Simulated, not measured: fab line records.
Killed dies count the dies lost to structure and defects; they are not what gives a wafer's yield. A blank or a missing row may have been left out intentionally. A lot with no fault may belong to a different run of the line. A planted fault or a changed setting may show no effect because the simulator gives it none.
Chamber matching -- flow nand_harc -- 3 sister chambers for NHARC_A_ONON_D1_DEP_33 on pecvd-03
The step deposits SiO2, target thk 200 nm. 6 wafers are shown with their chamber, then 8 later ones without.

WAFERS PAIRED WITH THEIR CHAMBERS
wafer,chamber,throttle_valve_pct (%),heater_power_w (W)
L756.2,1,17.2,426
L756.3,0,16.4,614
L756.6,1,17.5,433
L757.3,0,16.3,550
L757.6,2,15.2,593
L760.1,2,15.3,526

WAFERS MISSING THEIR CHAMBER
wafer,throttle_valve_pct (%),heater_power_w (W)
L760.5,15.3,543
L760.6,17.6,472
L764.4,15.6,601
L764.5,16.4,582
L764.6,17.4,465
L766.4,16.3,522
L766.5,15.5,515
L766.6,17.6,476

EACH ONE'S CHAMBER
wafer,from the rows above,in truth
L760.5,2,2
L760.6,1,1
L764.4,2,2
L764.5,0,0
L764.6,1,1
L766.4,0,0
L766.5,2,2
L766.6,1,1
Correctly placed: 8 of 8. Can't be placed from these rows: 0. Placed wrongly: 0.
How it was worked out, from the rows above alone: a wafer's distance from a chamber is the root of the sum, over the readings, of the square of ((its reading less the chamber's mean) divided by the reading's scatter). The wafer belongs to the nearest chamber; if the next one is less than 2 further off, it can't be placed. Each chamber's mean is taken over the wafers shown for it. The scatter: take each reading less its chamber's mean, square it, sum over the shown wafers, divide by the number of wafers less the number of chambers, and take the root.
